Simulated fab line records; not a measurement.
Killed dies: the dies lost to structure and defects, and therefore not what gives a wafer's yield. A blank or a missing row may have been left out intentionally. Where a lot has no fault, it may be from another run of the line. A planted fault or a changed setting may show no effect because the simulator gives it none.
fab line records || flow nandHarc
[record] {"lots": 5, "wafers": 15, "lastDay": 34}
route steps=1302 shown A_M1@1171
lots that met no fault: taken from a fault-free run of the same line
startH: hours from the record's first day to the start of the lot's first wafer shown || waitH: how many hours have passed since the lot's step before this one || " the same as in the row above || L1.1+2: a single row standing in for several wafers || - no value, or no start was given || * or withheld: withheld || < > ~ a bound
route shown NAME@n: names a module that has steps shown in the file, with the first one's number in the route || usual: mean/standard deviation of fault-free wafers || same: alike in all rows || chamber/n: place in a boat || sites: per-site readings || _std_site: their standard deviation || _edge_site: inner sites' mean taken away from outer sites' mean || radiusMm: how far each site lies from the wafer's centre || mask NAME#n: copy n || behind: tool/chamber where the wafer was last shaped || hold: why the lot went on hold/how many hours it stayed there/how the hold came to an end || device: whichever transistor did not switch (one of n, p or np) || end of line: the route-end tests of the same wafers || a step without rows: its recipe alone || killed: not the wafer's yield, but the dies lost to structure and defects at the first sort || map: shows each die of a wafer: x if killed, . if not, _ if none is there
set.NAME: the setting the step ran with; set.NAME@STEP: the setting that earlier step ran with || model.NAME: the simulator's own value behind a step, which no gauge read
a table for each step, a row for each wafer; lots at some steps of the route
services: a tool's chamber out of use, with start hour (startH, from the record's first day; less than 0 if before it), hours out, and reason
[[steps]]
[step NHARC_A_M1_HMDS_02]
[recipe] {"timeS": 30}
[step NHARC_A_M1_COAT_34]
[recipe] {"tempC": 200, "timeS": 65}
[step NHARC_A_M1_COAT_03]
[recipe] {"spinRpm": 1500, "resistThkNm": 90}
[step NHARC_A_M1_SOFTBAKE_04]
[recipe] {"tempC": 105, "timeS": 55}
[step NHARC_A_M1_EBR_05]
[step NHARC_A_M1_EXPOSE_06]
[recipe] {"na": 1.35, "targetCdNm": 120, "doseMj": 75.13, "maskId": "A_M1"}
[step NHARC_A_M1_PEB_07]
[recipe] {"pebTempC": 100, "pebTimeS": 65}
[step NHARC_A_M1_DEVELOP_08]
[recipe] {"developTimeS": 35, "devTempC": 23}
[step NHARC_A_M1_CD_MEAS_09]
[recipe] {"targetCdNm": 120, "landingEnergyEv": 500}
[usual] {"cdNm": "119.4/0.98"}
{"lot.wafer": "L918.3", "tool": "cdSem-03", "chamber": 0, "startH": 557.09, "waitH": "-", "cdNm": 118.6}
{"lot.wafer": "L918.5", "tool": "cdSem-03", "chamber": 0, "startH": 557.09, "waitH": "-", "cdNm": 118.4}
{"lot.wafer": "L918.6", "tool": "cdSem-03", "chamber": 0, "startH": 557.09, "waitH": "-", "cdNm": 118.2}
{"lot.wafer": "L924.1", "tool": "cdSem-02", "chamber": 0, "startH": 626.24, "waitH": "-", "cdNm": 118.4}
{"lot.wafer": "L924.3", "tool": "cdSem-02", "chamber": 0, "startH": 626.24, "waitH": "-", "cdNm": 119.4}
{"lot.wafer": "L924.6", "tool": "cdSem-02", "chamber": 0, "startH": 626.24, "waitH": "-", "cdNm": 118.2}
{"lot.wafer": "L927.3", "tool": "cdSem-02", "chamber": 0, "startH": 631.90, "waitH": "-", "cdNm": 119.7}
{"lot.wafer": "L927.5", "tool": "cdSem-02", "chamber": 0, "startH": 631.90, "waitH": "-", "cdNm": 120.3}
{"lot.wafer": "L927.6", "tool": "cdSem-02", "chamber": 0, "startH": 631.90, "waitH": "-", "cdNm": 120.8}
{"lot.wafer": "L933.2", "tool": "cdSem-03", "chamber": 0, "startH": 715.15, "waitH": "-", "cdNm": 117.9}
{"lot.wafer": "L933.3", "tool": "cdSem-03", "chamber": 0, "startH": 715.15, "waitH": "-", "cdNm": 118.6}
{"lot.wafer": "L933.4", "tool": "cdSem-03", "chamber": 0, "startH": 715.15, "waitH": "-", "cdNm": 118.1}
{"lot.wafer": "L938.1", "tool": "cdSem-02", "chamber": 0, "startH": 766.17, "waitH": "-", "cdNm": 119.6}
{"lot.wafer": "L938.3", "tool": "cdSem-02", "chamber": 0, "startH": 766.17, "waitH": "-", "cdNm": 120.2}
{"lot.wafer": "L938.4", "tool": "cdSem-02", "chamber": 0, "startH": 766.17, "waitH": "-", "cdNm": 120.3}
[step NHARC_A_M1_OVL_MEAS_10]
[recipe] {"pitchNm": 240}
[usual] {"overlayXNm": "0.2/0.78", "overlayYNm": "0.1/0.82"}
{"lot.wafer": "L918.3", "tool": "overlay-02", "chamber": "-", "startH": 557.17, "waitH": "-", "overlayXNm": -1.8, "overlayYNm": 0.2}
{"lot.wafer": "L918.5", "tool": "overlay-02", "chamber": "-", "startH": 557.17, "waitH": "-", "overlayXNm": -1.4, "overlayYNm": -0.2}
{"lot.wafer": "L918.6", "tool": "overlay-02", "chamber": "-", "startH": 557.17, "waitH": "-", "overlayXNm": -1.5, "overlayYNm": 1.1}
{"lot.wafer": "L924.1", "tool": "overlay-02", "chamber": "-", "startH": 626.33, "waitH": "-", "overlayXNm": -1.5, "overlayYNm": 0.3}
{"lot.wafer": "L924.3", "tool": "overlay-02", "chamber": "-", "startH": 626.33, "waitH": "-", "overlayXNm": -1.5, "overlayYNm": 0.4}
{"lot.wafer": "L924.6", "tool": "overlay-02", "chamber": "-", "startH": 626.33, "waitH": "-", "overlayXNm": -1.4, "overlayYNm": 0.2}
{"lot.wafer": "L927.3", "tool": "overlay-02", "chamber": "-", "startH": 631.98, "waitH": "-", "overlayXNm": 0.0, "overlayYNm": 0.7}
{"lot.wafer": "L927.5", "tool": "overlay-02", "chamber": "-", "startH": 631.98, "waitH": "-", "overlayXNm": 0.3, "overlayYNm": 0.5}
{"lot.wafer": "L927.6", "tool": "overlay-02", "chamber": "-", "startH": 631.98, "waitH": "-", "overlayXNm": -0.2, "overlayYNm": 0.4}
{"lot.wafer": "L933.2", "tool": "overlay-01", "chamber": "-", "startH": 715.23, "waitH": "-", "overlayXNm": -0.6, "overlayYNm": 0.9}
{"lot.wafer": "L933.3", "tool": "overlay-01", "chamber": "-", "startH": 715.23, "waitH": "-", "overlayXNm": -0.6, "overlayYNm": 0.7}
{"lot.wafer": "L933.4", "tool": "overlay-01", "chamber": "-", "startH": 715.23, "waitH": "-", "overlayXNm": -1.1, "overlayYNm": 0.9}
{"lot.wafer": "L938.1", "tool": "overlay-02", "chamber": "-", "startH": 766.26, "waitH": "-", "overlayXNm": 0.0, "overlayYNm": -1.0}
{"lot.wafer": "L938.3", "tool": "overlay-02", "chamber": "-", "startH": 766.26, "waitH": "-", "overlayXNm": 0.5, "overlayYNm": -0.9}
{"lot.wafer": "L938.4", "tool": "overlay-02", "chamber": "-", "startH": 766.26, "waitH": "-", "overlayXNm": 0.1, "overlayYNm": -0.7}
[step NHARC_A_M1_INSPECT_11]
[usual] {"rawDefectCount": "85/34"}
{"lot.wafer": "L918.3", "tool": "defectInspect-02", "chamber": "-", "startH": 557.21, "waitH": 0.0, "rawDefectCount": 61}
{"lot.wafer": "L918.5", "tool": "defectInspect-02", "chamber": "-", "startH": 557.21, "waitH": 0.0, "rawDefectCount": 65}
{"lot.wafer": "L918.6", "tool": "defectInspect-02", "chamber": "-", "startH": 557.21, "waitH": 0.0, "rawDefectCount": 55}
{"lot.wafer": "L924.1", "tool": "defectInspect-02", "chamber": "-", "startH": 626.37, "waitH": 0.0, "rawDefectCount": 20}
{"lot.wafer": "L924.3", "tool": "defectInspect-02", "chamber": "-", "startH": 626.37, "waitH": 0.0, "rawDefectCount": 14}
{"lot.wafer": "L924.6", "tool": "defectInspect-02", "chamber": "-", "startH": 626.37, "waitH": 0.0, "rawDefectCount": 22}
{"lot.wafer": "L927.3", "tool": "defectInspect-02", "chamber": "-", "startH": 632.02, "waitH": 0.0, "rawDefectCount": 71}
{"lot.wafer": "L927.5", "tool": "defectInspect-02", "chamber": "-", "startH": 632.02, "waitH": 0.0, "rawDefectCount": 60}
{"lot.wafer": "L927.6", "tool": "defectInspect-02", "chamber": "-", "startH": 632.02, "waitH": 0.0, "rawDefectCount": 74}
{"lot.wafer": "L933.2", "tool": "defectInspect-01", "chamber": "-", "startH": 715.27, "waitH": 0.0, "rawDefectCount": 66}
{"lot.wafer": "L933.3", "tool": "defectInspect-01", "chamber": "-", "startH": 715.27, "waitH": 0.0, "rawDefectCount": 63}
{"lot.wafer": "L933.4", "tool": "defectInspect-01", "chamber": "-", "startH": 715.27, "waitH": 0.0, "rawDefectCount": 75}
{"lot.wafer": "L938.1", "tool": "defectInspect-02", "chamber": "-", "startH": 766.30, "waitH": 0.0, "rawDefectCount": 98}
{"lot.wafer": "L938.3", "tool": "defectInspect-02", "chamber": "-", "startH": 766.30, "waitH": 0.0, "rawDefectCount": 84}
{"lot.wafer": "L938.4", "tool": "defectInspect-02", "chamber": "-", "startH": 766.30, "waitH": 0.0, "rawDefectCount": 101}
[step NHARC_A_M1_DESCUM_14]
[recipe] {"timeS": 3, "o2FlowSccm": 200, "arFlowSccm": 0, "biasPowerW": 0, "chemistry": "O2"}
[usual] {"drypumpMotorCurrentA": "5.9/0.46", "oesProductAu": "0.994/0.014", "rfVppV": "57.8/0.84", "showerheadPlenumPTorr": "1.91/0.075", "throttleValvePct": "11.309/0.0094"}
[same] {"timeS": 3}
{"lot.wafer": "L918.3", "tool": "rieDiel-08", "chamber": 3, "startH": 557.28, "waitH": 0.1, "drypumpMotorCurrentA": 6.6, "oesProductAu": 1.014, "rfHoursCounterH": 0.1, "rfVppV": 57.9, "showerheadPlenumPTorr": 1.78, "throttleValvePct": 11.315}
{"lot.wafer": "L918.5", "tool": "rieDiel-08", "chamber": 2, "startH": 557.28, "waitH": 0.1, "drypumpMotorCurrentA": 6.5, "oesProductAu": 0.989, "rfHoursCounterH": "-", "rfVppV": 58.5, "showerheadPlenumPTorr": 1.95, "throttleValvePct": 11.310}
{"lot.wafer": "L918.6", "tool": "rieDiel-08", "chamber": 3, "startH": 557.28, "waitH": 0.1, "drypumpMotorCurrentA": 6.6, "oesProductAu": 1.002, "rfHoursCounterH": "-", "rfVppV": 57.0, "showerheadPlenumPTorr": 1.78, "throttleValvePct": 11.306}
{"lot.wafer": "L924.3", "tool": "rieDiel-08", "chamber": 2, "startH": 626.44, "waitH": 0.1, "drypumpMotorCurrentA": 6.5, "oesProductAu": 0.975, "rfHoursCounterH": 3.6, "rfVppV": 58.2, "showerheadPlenumPTorr": 1.95, "throttleValvePct": 11.295}
{"lot.wafer": "L924.1", "tool": "rieDiel-08", "chamber": 3, "startH": 626.44, "waitH": 0.1, "drypumpMotorCurrentA": 6.6, "oesProductAu": 1.014, "rfHoursCounterH": 4.1, "rfVppV": 57.4, "showerheadPlenumPTorr": 1.78, "throttleValvePct": 11.308}
{"lot.wafer": "L924.6", "tool": "rieDiel-08", "chamber": 1, "startH": 626.44, "waitH": 0.1, "drypumpMotorCurrentA": 5.9, "oesProductAu": 1.007, "rfHoursCounterH": "-", "rfVppV": 58.9, "showerheadPlenumPTorr": 1.95, "throttleValvePct": 11.316}
{"lot.wafer": "L927.3", "tool": "rieDiel-12", "chamber": 3, "startH": 632.10, "waitH": 0.1, "drypumpMotorCurrentA": 6.3, "oesProductAu": 1.021, "rfHoursCounterH": 0, "rfVppV": 57.4, "showerheadPlenumPTorr": 1.93, "throttleValvePct": 11.338}
{"lot.wafer": "L927.6", "tool": "rieDiel-12", "chamber": 1, "startH": 632.10, "waitH": 0.1, "drypumpMotorCurrentA": 6.5, "oesProductAu": 0.979, "rfHoursCounterH": "-", "rfVppV": 59.4, "showerheadPlenumPTorr": 1.90, "throttleValvePct": 11.311}
{"lot.wafer": "L927.5", "tool": "rieDiel-12", "chamber": 2, "startH": 632.10, "waitH": 0.1, "drypumpMotorCurrentA": 5.8, "oesProductAu": 1.013, "rfHoursCounterH": "-", "rfVppV": 57.9, "showerheadPlenumPTorr": 1.89, "throttleValvePct": 11.309}
{"lot.wafer": "L933.2", "tool": "rieDiel-07", "chamber": 2, "startH": 715.33, "waitH": 0.1, "drypumpMotorCurrentA": 6.1, "oesProductAu": 1.000, "rfHoursCounterH": 1.2, "rfVppV": 56.7, "showerheadPlenumPTorr": 1.80, "throttleValvePct": 11.297}
{"lot.wafer": "L933.3", "tool": "rieDiel-07", "chamber": 0, "startH": 715.33, "waitH": 0.1, "drypumpMotorCurrentA": 5.8, "oesProductAu": 1.003, "rfHoursCounterH": 1.6, "rfVppV": 58.8, "showerheadPlenumPTorr": 2.04, "throttleValvePct": 11.326}
{"lot.wafer": "L933.4", "tool": "rieDiel-07", "chamber": 1, "startH": 715.33, "waitH": 0.1, "drypumpMotorCurrentA": 5.0, "oesProductAu": 1.000, "rfHoursCounterH": 1.5, "rfVppV": 57.5, "showerheadPlenumPTorr": 1.97, "throttleValvePct": 11.312}
{"lot.wafer": "L938.1", "tool": "rieDiel-07", "chamber": 1, "startH": 766.36, "waitH": 0.1, "drypumpMotorCurrentA": 5.0, "oesProductAu": 0.992, "rfHoursCounterH": 2.1, "rfVppV": 58.6, "showerheadPlenumPTorr": 1.97, "throttleValvePct": 11.315}
{"lot.wafer": "L938.3", "tool": "rieDiel-07", "chamber": 2, "startH": 766.36, "waitH": 0.1, "drypumpMotorCurrentA": 6.0, "oesProductAu": 1.007, "rfHoursCounterH": 1.8, "rfVppV": 58.7, "showerheadPlenumPTorr": 1.80, "throttleValvePct": 11.306}
{"lot.wafer": "L938.4", "tool": "rieDiel-07", "chamber": 3, "startH": 766.36, "waitH": 0.1, "drypumpMotorCurrentA": 5.7, "oesProductAu": 0.988, "rfHoursCounterH": 1.9, "rfVppV": 59.1, "showerheadPlenumPTorr": 1.95, "throttleValvePct": 11.326}
[step NHARC_A_M1_ETCH_35]
[recipe] {"targetDepthA": 400, "overetchA": 120, "timeS": 43.94, "ionEnergyEv": 200, "n2FlowSccm": 150, "h2FlowSccm": 150, "arFlowSccm": 0, "rfW": 400, "biasW": 150, "chemistry": "N2/H2"}
[usual] {"drypumpMotorCurrentA": "5.9/0.46", "oesProductAu": "0.994/0.014", "rfVppV": "430.8/2.5", "runLengthS": "65.3/0.38", "showerheadPlenumPTorr": "2.04/0.084", "throttleValvePct": "14.171/0.0097"}
{"lot.wafer": "L918.3", "tool": "rieDiel-08", "chamber": 1, "startH": 557.36, "waitH": 0.1, "drypumpMotorCurrentA": 5.9, "oesProductAu": 0.999, "rfHoursCounterH": 0.1, "rfVppV": 432.6, "runLengthS": 65.2, "showerheadPlenumPTorr": 2.08, "throttleValvePct": 14.172}
{"lot.wafer": "L918.5", "tool": "rieDiel-08", "chamber": 1, "startH": 557.36, "waitH": 0.1, "drypumpMotorCurrentA": 5.9, "oesProductAu": 0.990, "rfHoursCounterH": "-", "rfVppV": 431.8, "runLengthS": 65.1, "showerheadPlenumPTorr": 2.08, "throttleValvePct": 14.180}
{"lot.wafer": "L918.6", "tool": "rieDiel-08", "chamber": 2, "startH": 557.36, "waitH": 0.1, "drypumpMotorCurrentA": 6.6, "oesProductAu": 0.989, "rfHoursCounterH": "-", "rfVppV": 430.8, "runLengthS": 65.8, "showerheadPlenumPTorr": 2.08, "throttleValvePct": 14.170}
{"lot.wafer": "L924.3", "tool": "rieDiel-08", "chamber": 3, "startH": 626.51, "waitH": 0.1, "drypumpMotorCurrentA": 6.6, "oesProductAu": 1.013, "rfHoursCounterH": 4.1, "rfVppV": 426.4, "runLengthS": 64.8, "showerheadPlenumPTorr": 1.89, "throttleValvePct": 14.166}
{"lot.wafer": "L924.1", "tool": "rieDiel-08", "chamber": 0, "startH": 626.51, "waitH": 0.1, "drypumpMotorCurrentA": 5.7, "oesProductAu": 0.997, "rfHoursCounterH": 3.8, "rfVppV": 430.0, "runLengthS": 52.6, "showerheadPlenumPTorr": 2.00, "throttleValvePct": 14.173}
{"lot.wafer": "L924.6", "tool": "rieDiel-08", "chamber": 3, "startH": 626.51, "waitH": 0.1, "drypumpMotorCurrentA": 6.6, "oesProductAu": 1.001, "rfHoursCounterH": "-", "rfVppV": 427.2, "runLengthS": 65.4, "showerheadPlenumPTorr": 1.89, "throttleValvePct": 14.156}
{"lot.wafer": "L927.3", "tool": "rieDiel-12", "chamber": 1, "startH": 632.16, "waitH": 0.1, "drypumpMotorCurrentA": 6.5, "oesProductAu": 0.991, "rfHoursCounterH": 0.0, "rfVppV": 429.9, "runLengthS": 64.8, "showerheadPlenumPTorr": 2.02, "throttleValvePct": 14.151}
{"lot.wafer": "L927.6", "tool": "rieDiel-12", "chamber": 1, "startH": 632.16, "waitH": 0.1, "drypumpMotorCurrentA": 6.5, "oesProductAu": 0.980, "rfHoursCounterH": "-", "rfVppV": 430.2, "runLengthS": 64.7, "showerheadPlenumPTorr": 2.02, "throttleValvePct": 14.181}
{"lot.wafer": "L927.5", "tool": "rieDiel-12", "chamber": 2, "startH": 632.16, "waitH": 0.1, "drypumpMotorCurrentA": 5.7, "oesProductAu": 1.026, "rfHoursCounterH": "-", "rfVppV": 430.7, "runLengthS": 65.0, "showerheadPlenumPTorr": 2.02, "throttleValvePct": 14.171}
{"lot.wafer": "L933.4", "tool": "rieDiel-07", "chamber": 2, "startH": 715.42, "waitH": 0.1, "drypumpMotorCurrentA": 6.1, "oesProductAu": 1.002, "rfHoursCounterH": 1.2, "rfVppV": 426.4, "runLengthS": 65.0, "showerheadPlenumPTorr": 1.92, "throttleValvePct": 14.169}
{"lot.wafer": "L933.2", "tool": "rieDiel-07", "chamber": 3, "startH": 715.42, "waitH": 0.1, "drypumpMotorCurrentA": 5.7, "oesProductAu": 0.984, "rfHoursCounterH": 1.3, "rfVppV": 431.1, "runLengthS": 65.1, "showerheadPlenumPTorr": 2.08, "throttleValvePct": 14.157}
{"lot.wafer": "L933.3", "tool": "rieDiel-07", "chamber": 1, "startH": 715.42, "waitH": 0.1, "drypumpMotorCurrentA": 5.0, "oesProductAu": 1.006, "rfHoursCounterH": 1.5, "rfVppV": 431.7, "runLengthS": 65.0, "showerheadPlenumPTorr": 2.11, "throttleValvePct": 14.179}
{"lot.wafer": "L938.3", "tool": "rieDiel-07", "chamber": 0, "startH": 766.44, "waitH": 0.1, "drypumpMotorCurrentA": 5.8, "oesProductAu": 1.009, "rfHoursCounterH": 2.2, "rfVppV": 433.2, "runLengthS": 66.4, "showerheadPlenumPTorr": 2.18, "throttleValvePct": 14.164}
{"lot.wafer": "L938.1", "tool": "rieDiel-07", "chamber": 1, "startH": 766.44, "waitH": 0.1, "drypumpMotorCurrentA": 5.0, "oesProductAu": 1.000, "rfHoursCounterH": 2.1, "rfVppV": 433.9, "runLengthS": 65.5, "showerheadPlenumPTorr": 2.11, "throttleValvePct": 14.162}
{"lot.wafer": "L938.4", "tool": "rieDiel-07", "chamber": 2, "startH": 766.44, "waitH": 0.1, "drypumpMotorCurrentA": 6.1, "oesProductAu": 0.998, "rfHoursCounterH": 1.8, "rfVppV": 428.4, "runLengthS": 65.6, "showerheadPlenumPTorr": 1.92, "throttleValvePct": 14.153}
[step NHARC_A_M1_ETCH_15]
[recipe] {"targetDepthA": 1825, "timeS": 91.2, "c4f8FlowSccm": "withheld", "arFlowSccm": 400, "rfW": 600, "biasW": 300, "chemistry": "C4F8/Ar"}
[usual] {"oesProductAu": "0.948/0.025", "rfVppV": "441.3/2.3", "runLengthS": "112.6/0.4"}
[same] {"timeS": 91.2}
{"lot.wafer": "L918.3", "tool": "rieDiel-08", "chamber": 1, "startH": "-", "waitH": "-", "oesProductAu": 0.980, "rfHoursCounterH": 0.1, "rfVppV": 442.3, "runLengthS": 112.4}
{"lot.wafer": "L918.5", "tool": "rieDiel-08", "chamber": 1, "startH": "-", "waitH": "-", "oesProductAu": 0.975, "rfHoursCounterH": "-", "rfVppV": 442.8, "runLengthS": 112.1}
{"lot.wafer": "L918.6", "tool": "rieDiel-08", "chamber": 2, "startH": "-", "waitH": "-", "oesProductAu": 0.950, "rfHoursCounterH": "-", "rfVppV": 440.7, "runLengthS": 112.6}
{"lot.wafer": "L924.3", "tool": "rieDiel-08", "chamber": 2, "startH": "-", "waitH": "-", "oesProductAu": 0.939, "rfHoursCounterH": 3.7, "rfVppV": 440.8, "runLengthS": 112.6}
{"lot.wafer": "L924.1", "tool": "rieDiel-08", "chamber": 3, "startH": "-", "waitH": "-", "oesProductAu": 0.979, "rfHoursCounterH": 4.1, "rfVppV": 436.0, "runLengthS": 112.4}
{"lot.wafer": "L924.6", "tool": "rieDiel-08", "chamber": 1, "startH": "-", "waitH": "-", "oesProductAu": 0.958, "rfHoursCounterH": "-", "rfVppV": 441.4, "runLengthS": 112.5}
{"lot.wafer": "L927.3", "tool": "rieDiel-12", "chamber": 0, "startH": "-", "waitH": "-", "oesProductAu": 0.979, "rfHoursCounterH": 0.0, "rfVppV": 442.6, "runLengthS": 112.1}
{"lot.wafer": "L927.6", "tool": "rieDiel-12", "chamber": 0, "startH": "-", "waitH": "-", "oesProductAu": 0.964, "rfHoursCounterH": "-", "rfVppV": 443.0, "runLengthS": 112.4}
{"lot.wafer": "L927.5", "tool": "rieDiel-12", "chamber": 1, "startH": "-", "waitH": "-", "oesProductAu": 0.941, "rfHoursCounterH": "-", "rfVppV": 442.1, "runLengthS": 112.5}
{"lot.wafer": "L933.4", "tool": "rieDiel-07", "chamber": 3, "startH": "-", "waitH": "-", "oesProductAu": 0.945, "rfHoursCounterH": 1.3, "rfVppV": 442.6, "runLengthS": 112.3}
{"lot.wafer": "L933.3", "tool": "rieDiel-07", "chamber": 0, "startH": "-", "waitH": "-", "oesProductAu": 0.973, "rfHoursCounterH": 1.6, "rfVppV": 445.9, "runLengthS": 113.2}
{"lot.wafer": "L933.2", "tool": "rieDiel-07", "chamber": 2, "startH": "-", "waitH": "-", "oesProductAu": 0.964, "rfHoursCounterH": 1.3, "rfVppV": 437.6, "runLengthS": 112.3}
{"lot.wafer": "L938.4", "tool": "rieDiel-07", "chamber": 2, "startH": "-", "waitH": "-", "oesProductAu": 0.934, "rfHoursCounterH": 1.8, "rfVppV": 438.4, "runLengthS": 112.3}
{"lot.wafer": "L938.3", "tool": "rieDiel-07", "chamber": 3, "startH": "-", "waitH": "-", "oesProductAu": 0.913, "rfHoursCounterH": 1.9, "rfVppV": 442.5, "runLengthS": 112.5}
{"lot.wafer": "L938.1", "tool": "rieDiel-07", "chamber": 0, "startH": "-", "waitH": "-", "oesProductAu": 0.928, "rfHoursCounterH": 2.2, "rfVppV": 444.6, "runLengthS": 113.0}
[[services]]
{"tool": "rieDiel-08", "chamber": "-", "startH": 544.80, "hours": 9.0, "kind": "pm"}
{"tool": "rieDiel-08", "chamber": 0, "startH": 544.80, "hours": 9.0, "kind": "ventCycle"}
{"tool": "rieDiel-08", "chamber": 1, "startH": 544.80, "hours": 9.0, "kind": "ventCycle"}
{"tool": "rieDiel-08", "chamber": 2, "startH": 544.80, "hours": 9.0, "kind": "ventCycle"}
{"tool": "rieDiel-08", "chamber": 3, "startH": 544.80, "hours": 9.0, "kind": "ventCycle"}
{"tool": "rieDiel-07", "chamber": 0, "startH": 553.70, "hours": "-", "kind": "clean"}
{"tool": "rieDiel-07", "chamber": 1, "startH": 553.70, "hours": "-", "kind": "clean"}
{"tool": "rieDiel-07", "chamber": 2, "startH": 553.70, "hours": "-", "kind": "clean"}
{"tool": "rieDiel-07", "chamber": 3, "startH": 553.70, "hours": "-", "kind": "clean"}
{"tool": "rieDiel-07", "chamber": 3, "startH": 556.56, "hours": 6.5, "kind": "repair"}
{"tool": "rieDiel-07", "chamber": 1, "startH": 558.08, "hours": 3.4, "kind": "repair"}
{"tool": "rieDiel-08", "chamber": "-", "startH": 598.89, "hours": 2.6, "kind": "repair"}
{"tool": "rieDiel-07", "chamber": "-", "startH": 601.58, "hours": 5.2, "kind": "repair"}
{"tool": "rieDiel-12", "chamber": "-", "startH": 622.46, "hours": 9.0, "kind": "pm"}
{"tool": "rieDiel-07", "chamber": "-", "startH": 648.20, "hours": 9.0, "kind": "pm"}
{"tool": "rieDiel-12", "chamber": 0, "startH": 651.99, "hours": 9.6, "kind": "repair"}
{"tool": "rieDiel-12", "chamber": 1, "startH": 662.88, "hours": 5.0, "kind": "repair"}
{"tool": "rieDiel-12", "chamber": "-", "startH": 663.60, "hours": 10.2, "kind": "repair"}
{"tool": "rieDiel-12", "chamber": 0, "startH": 683.22, "hours": 1.2, "kind": "repair"}
{"tool": "rieDiel-12", "chamber": 2, "startH": 686.26, "hours": 6.7, "kind": "repair"}
{"tool": "rieDiel-08", "chamber": "-", "startH": 721.80, "hours": 9.0, "kind": "pm"}
{"tool": "rieDiel-07", "chamber": "-", "startH": 749.37, "hours": 0.3, "kind": "repair"}
{"tool": "rieDiel-08", "chamber": "-", "startH": 757.80, "hours": 0.6, "kind": "repair"}
{"tool": "rieDiel-12", "chamber": 0, "startH": 759.12, "hours": 10.7, "kind": "repair"}
[[key]]
[firstSign] {"step": "NHARC_A_M1_ETCH_35", "reading": "runLengthS", "direction": "down", "sigmas": 33, "usual": "*", "struck": "*"}
effect none on later readings
metAt NHARC_A_M1_ETCH_35
struckWafers L924.1
laterRowsLeftOut L924.1
sortLeftOut L924.1
[fault] {"kind": "processParameterDrift", "tool": "rieDiel-08", "chamber": 0, "onsetH": 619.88, "steps": "NHARC_A_M1_ETCH_35", "channel": "timeS", "offset": "*", "shape": "step", "endH": 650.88, "actsIn": "*", "stated": "*"}
// sortLeftOut: the simulated sort isn't trusted on such a fault, so these wafers' sort isn't shown, and their yield isn't known
// laterRowsLeftOut: the simulator's readings of these wafers behind a module that went badly wrong aren't trusted and aren't shown, but for the sort
